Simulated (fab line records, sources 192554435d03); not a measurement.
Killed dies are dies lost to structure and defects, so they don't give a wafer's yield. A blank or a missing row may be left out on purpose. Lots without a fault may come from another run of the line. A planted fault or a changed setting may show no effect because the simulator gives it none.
Which tool did it? | flow n5_finfet | 24 lots, 72 wafers sampled, at 5 steps of a route of 1938

WHAT THE GAUGES READ, wafer by wafer
N5_BEOL_M5_OVL_MEAS_29. Usual: V4_OVL -0.1 nm, standard deviation 0.63.
lot  | measured     | on         | V4_OVL (nm)    | flag
L074 | day 9 11:58  | overlay-01 | -1.4 -0.4 -0.6 |
L075 | day 9 17:42  | overlay-02 | -0.3 0.3 -0.2  |
L076 | day 9 18:01  | overlay-02 | 0.5 1.5 1.1    |
L077 | day 10 04:22 | overlay-02 | -0.1 0.3 0.3   |
L078 | day 10 08:10 | overlay-02 | 0.0 -0.5 -0.5  |
L079 | day 11 03:38 | overlay-01 | -0.6 0.1 0.8   |
L080 | day 11 03:29 | overlay-01 | 0.7 -1.1 0.2   |
L081 | day 11 06:53 | overlay-01 | -0.9 0.0 0.0   |
L082 | day 11 11:15 | overlay-01 | 0.5 -0.6 -0.8  |
L083 | day 11 13:36 | overlay-01 | -1.0 -1.0 -0.6 |
L084 | day 11 17:11 | overlay-01 | -0.8 -0.3 -0.1 |
L087 | day 12 06:35 | overlay-02 | -0.6 -0.1 0.0  |
L085 | day 12 15:35 | overlay-02 | 0.7 0.0 -0.7   |
L086 | day 12 21:50 | overlay-01 | -0.9 -0.8 -0.6 |
L089 | day 13 02:31 | overlay-01 | 0.3 -0.9 -0.6  |
L088 | day 13 02:41 | overlay-02 | 0.4 0.5 0.4    |
L091 | day 13 08:19 | overlay-01 | -0.1 0.4 0.6   |
L092 | day 13 10:47 | overlay-01 | 0.3 0.0 1.1    |
L090 | day 13 22:41 | overlay-01 | 0.1 -0.8 0.2   |
L095 | day 14 11:42 | overlay-01 | 0.4 -0.3 0.2   |
L093 | day 14 11:16 | overlay-02 | -0.4 0.4 -0.5  |
L094 | day 14 20:55 | overlay-02 | -0.5 0.6 -0.5  |
L096 | day 15 11:58 | overlay-02 | -0.6 0.2 0.4   |
L097 | day 15 15:47 | overlay-01 | 0.2 0.6 0.7    |

WHICH TOOL RAN EACH LOT (tool, then ch and the chambers of the sampled wafers, then the start)
lot  | N5_BEOL_M4_SPUTTER_48        | N5_BEOL_M4_SPUTTER_79        | N5_BEOL_M4_ANNEAL_91         | N5_BEOL_M4_SPUTTER_94
L074 | pvd_sputter-03, day 9 03:25  | pvd_sputter-03, day 9 03:38  | pvd_sputter-03, day 9 04:35  | pvd_sputter-03, day 9 04:57
L075 | pvd_sputter-01, day 9 08:10  | pvd_sputter-01, day 9 08:24  | pvd_sputter-01, day 9 09:26  | pvd_sputter-01, day 9 09:50
L076 | pvd_sputter-02, day 9 11:04  | pvd_sputter-02, day 9 11:17  | pvd_sputter-02, day 9 12:15  | pvd_sputter-02, day 9 12:37
L077 | pvd_sputter-03, day 9 19:47  | pvd_sputter-03, day 9 20:01  | pvd_sputter-03, day 9 20:58  | pvd_sputter-03, day 9 21:20
L078 | pvd_sputter-02, day 10 00:17 | pvd_sputter-02, day 10 00:30 | pvd_sputter-02, day 10 01:28 | pvd_sputter-02, day 10 01:49
L079 | pvd_sputter-01, day 10 19:34 | pvd_sputter-01, day 10 19:47 | pvd_sputter-01, day 10 20:44 | pvd_sputter-01, day 10 21:06
L080 | pvd_sputter-02, day 10 19:44 | pvd_sputter-02, day 10 19:57 | pvd_sputter-02, day 10 20:55 | pvd_sputter-02, day 10 21:16
L081 | pvd_sputter-01, day 10 22:29 | pvd_sputter-01, day 10 22:43 | pvd_sputter-01, day 10 23:40 | pvd_sputter-01, day 11 00:02
L082 | pvd_sputter-03, day 11 02:18 | pvd_sputter-03, day 11 02:31 | pvd_sputter-03, day 11 03:29 | pvd_sputter-03, day 11 03:50
L083 | pvd_sputter-01, day 11 03:31 | pvd_sputter-01, day 11 03:44 | pvd_sputter-01, day 11 04:41 | pvd_sputter-01, day 11 05:03
L084 | pvd_sputter-01, day 11 09:51 | pvd_sputter-01, day 11 10:04 | pvd_sputter-01, day 11 11:02 | pvd_sputter-01, day 11 11:23
L087 | pvd_sputter-03, day 11 18:53 | pvd_sputter-03, day 11 19:06 | pvd_sputter-03, day 11 20:04 | pvd_sputter-03, day 11 20:25
L085 | pvd_sputter-01, day 12 08:44 | pvd_sputter-01, day 12 08:58 | pvd_sputter-01, day 12 09:55 | pvd_sputter-01, day 12 10:17
L086 | pvd_sputter-03, day 12 14:10 | pvd_sputter-03, day 12 14:23 | pvd_sputter-03, day 12 15:21 | pvd_sputter-03, day 12 15:43
L089 | pvd_sputter-03, day 12 17:28 | pvd_sputter-03, day 12 17:41 | pvd_sputter-03, day 12 18:39 | pvd_sputter-03, day 12 19:01
L088 | pvd_sputter-01, day 12 18:07 | pvd_sputter-01, day 12 18:20 | pvd_sputter-01, day 12 19:18 | pvd_sputter-01, day 12 19:40
L091 | pvd_sputter-02, day 13 00:59 | pvd_sputter-02, day 13 01:12 | pvd_sputter-02, day 13 02:10 | pvd_sputter-02, day 13 02:31
L092 | pvd_sputter-02, day 13 03:10 | pvd_sputter-02, day 13 03:23 | pvd_sputter-02, day 13 04:20 | pvd_sputter-02, day 13 04:42
L090 | pvd_sputter-03, day 13 10:09 | pvd_sputter-03, day 13 10:22 | pvd_sputter-03, day 13 11:20 | pvd_sputter-03, day 13 11:41
L095 | pvd_sputter-01, day 14 01:05 | pvd_sputter-01, day 14 01:18 | pvd_sputter-01, day 14 02:16 | pvd_sputter-01, day 14 02:37
L093 | pvd_sputter-03, day 14 02:33 | pvd_sputter-03, day 14 02:46 | pvd_sputter-03, day 14 03:44 | pvd_sputter-03, day 14 04:05
L094 | pvd_sputter-01, day 14 14:05 | pvd_sputter-01, day 14 14:19 | pvd_sputter-01, day 14 15:16 | pvd_sputter-01, day 14 15:38
L096 | pvd_sputter-03, day 15 03:50 | pvd_sputter-03, day 15 04:03 | pvd_sputter-03, day 15 05:01 | pvd_sputter-03, day 15 05:22
L097 | pvd_sputter-02, day 15 08:26 | pvd_sputter-02, day 15 08:39 | pvd_sputter-02, day 15 09:37 | pvd_sputter-02, day 15 09:58
- N5_BEOL_M4_SPUTTER_48: material Cu, target thk 4.5 nm, time 8.29 s.
- N5_BEOL_M4_SPUTTER_79: material Cu, target thk 4.5 nm, time 8.29 s.
- N5_BEOL_M4_ANNEAL_91: time 240 s.
- N5_BEOL_M4_SPUTTER_94: material Cu, target thk 4.5 nm, time 8.29 s.

WHAT THE TOOLS THEMSELVES READ (means of the sampled wafers that have a number; where no wafer has one, the mark that the record gives instead)
N5_BEOL_M4_SPUTTER_48. Usual: substrate_temp_c -20.00 C, standard deviation 0.11; throttle_valve_pct 30.0 %, standard deviation 0.98.
lot  | tool           | substrate_temp_c (C) | throttle_valve_pct (%) | flag
L074 | pvd_sputter-03 | -20.03               | 30.4                   |
L075 | pvd_sputter-01 | -20.11               | 30.1                   |
L076 | pvd_sputter-02 | -20.05               | 30.0                   |
L077 | pvd_sputter-03 | -20.09               | 29.5                   |
L078 | pvd_sputter-02 | -19.91               | 30.0                   |
L079 | pvd_sputter-01 | -20.09               | 30.4                   |
L080 | pvd_sputter-02 | -19.93               | 29.6                   |
L081 | pvd_sputter-01 | -20.08               | 30.5                   |
L082 | pvd_sputter-03 | -20.09               | 30.7                   |
L083 | pvd_sputter-01 | -19.99               | 30.3                   |
L084 | pvd_sputter-01 | -19.91               | 29.6                   |
L087 | pvd_sputter-03 | -19.86               | 29.2                   |
L085 | pvd_sputter-01 | -19.89               | 30.8                   |
L086 | pvd_sputter-03 | -20.05               | 29.4                   |
L089 | pvd_sputter-03 | -20.16               | 29.9                   |
L088 | pvd_sputter-01 | -19.92               | 29.2                   |
L091 | pvd_sputter-02 | -19.95               | 30.2                   |
L092 | pvd_sputter-02 | -20.05               | 30.1                   |
L090 | pvd_sputter-03 | -19.97               | 29.1                   |
L095 | pvd_sputter-01 | -20.02               | 30.2                   |
L093 | pvd_sputter-03 | -19.94               | 30.4                   |
L094 | pvd_sputter-01 | -19.93               | 31.0                   |
L096 | pvd_sputter-03 | -19.98               | 29.7                   |
L097 | pvd_sputter-02 | -20.05               | 30.7                   |

N5_BEOL_M4_SPUTTER_79. Usual: substrate_temp_c -19.99 C, standard deviation 0.11; throttle_valve_pct 30.0 %, standard deviation 0.96.
lot  | tool           | substrate_temp_c (C) | throttle_valve_pct (%) | flag
L074 | pvd_sputter-03 | -19.95               | 30.4                   |
L075 | pvd_sputter-01 | -19.89               | 30.0                   |
L076 | pvd_sputter-02 | -19.97               | 30.1                   |
L077 | pvd_sputter-03 | -19.91               | 29.5                   |
L078 | pvd_sputter-02 | -19.95               | 30.2                   |
L079 | pvd_sputter-01 | -19.98               | 30.4                   |
L080 | pvd_sputter-02 | -19.96               | 29.8                   |
L081 | pvd_sputter-01 | -20.08               | 30.5                   |
L082 | pvd_sputter-03 | -19.94               | 30.7                   |
L083 | pvd_sputter-01 | -20.11               | 30.3                   |
L084 | pvd_sputter-01 | -20.06               | 29.5                   |
L087 | pvd_sputter-03 | -19.98               | 29.3                   |
L085 | pvd_sputter-01 | -20.08               | 30.8                   |
L086 | pvd_sputter-03 | -20.10               | 29.4                   |
L089 | pvd_sputter-03 | -20.01               | 30.2                   |
L088 | pvd_sputter-01 | -19.88               | 29.2                   |
L091 | pvd_sputter-02 | -19.98               | 30.0                   |
L092 | pvd_sputter-02 | -19.96               | 30.2                   |
L090 | pvd_sputter-03 | -20.10               | 29.0                   |
L095 | pvd_sputter-01 | -19.88               | 30.3                   |
L093 | pvd_sputter-03 | -19.99               | 30.4                   |
L094 | pvd_sputter-01 | -19.98               | 31.1                   |
L096 | pvd_sputter-03 | -19.94               | 29.8                   |
L097 | pvd_sputter-02 | -19.97               | 30.7                   |

N5_BEOL_M4_ANNEAL_91. Usual: heater_power_w 857 W, standard deviation 93.
lot  | tool           | heater_power_w (W) | flag
L074 | pvd_sputter-03 | 788                |
L075 | pvd_sputter-01 | 895                |
L076 | pvd_sputter-02 | 827                |
L077 | pvd_sputter-03 | 830                |
L078 | pvd_sputter-02 | 835                |
L079 | pvd_sputter-01 | 872                |
L080 | pvd_sputter-02 | 952                |
L081 | pvd_sputter-01 | 876                |
L082 | pvd_sputter-03 | 775                |
L083 | pvd_sputter-01 | 892                |
L084 | pvd_sputter-01 | 921                |
L087 | pvd_sputter-03 | 859                |
L085 | pvd_sputter-01 | 848                |
L086 | pvd_sputter-03 | 840                |
L089 | pvd_sputter-03 | 812                |
L088 | pvd_sputter-01 | 962                |
L091 | pvd_sputter-02 | 826                |
L092 | pvd_sputter-02 | 827                |
L090 | pvd_sputter-03 | 867                |
L095 | pvd_sputter-01 | 888                |
L093 | pvd_sputter-03 | 771                |
L094 | pvd_sputter-01 | 849                |
L096 | pvd_sputter-03 | 819                |
L097 | pvd_sputter-02 | 731                |

N5_BEOL_M4_SPUTTER_94. Usual: substrate_temp_c -20.01 C, standard deviation 0.1; throttle_valve_pct 30.0 %, standard deviation 0.99.
lot  | tool           | substrate_temp_c (C) | throttle_valve_pct (%) | flag
L074 | pvd_sputter-03 | -20.02               | 30.5                   |
L075 | pvd_sputter-01 | -20.00               | 30.0                   |
L076 | pvd_sputter-02 | -20.01               | 30.2                   |
L077 | pvd_sputter-03 | -20.07               | 29.5                   |
L078 | pvd_sputter-02 | -20.02               | 30.3                   |
L079 | pvd_sputter-01 | -20.08               | 30.3                   |
L080 | pvd_sputter-02 | -20.05               | 29.6                   |
L081 | pvd_sputter-01 | -20.06               | 30.5                   |
L082 | pvd_sputter-03 | -20.08               | 30.6                   |
L083 | pvd_sputter-01 | -20.13               | 30.4                   |
L084 | pvd_sputter-01 | -20.01               | 29.7                   |
L087 | pvd_sputter-03 | -19.94               | 29.4                   |
L085 | pvd_sputter-01 | -20.11               | 30.9                   |
L086 | pvd_sputter-03 | -20.02               | 29.3                   |
L089 | pvd_sputter-03 | -20.05               | 30.0                   |
L088 | pvd_sputter-01 | -19.97               | 29.3                   |
L091 | pvd_sputter-02 | -20.04               | 30.0                   |
L092 | pvd_sputter-02 | -19.94               | 30.1                   |
L090 | pvd_sputter-03 | -19.95               | 29.0                   |
L095 | pvd_sputter-01 | -19.93               | 30.2                   |
L093 | pvd_sputter-03 | -20.07               | 30.3                   |
L094 | pvd_sputter-01 | -19.94               | 31.2                   |
L096 | pvd_sputter-03 | -20.01               | 29.7                   |
L097 | pvd_sputter-02 | -19.87               | 30.7                   |

THE ANSWER, worked out from the rows above alone
Rule: a lot is off if the mean of its wafers that have a number lies more than 3 standard deviations from the usual mean. A lot without any number at a reading at which 4 lots or more have one is off too. The other lots that the step has rows for count as sound. The gauges are gone through in route order, then the tools' own readings, and for those a lot's mean is taken as printed above. The first step at which some lot is off is used, and at that step the reading that is off furthest; a lot without a number counts as furthest.
No lot is off at any reading shown: from this, nothing can be told.

WHAT THE SIMULATOR HAD PUT IN
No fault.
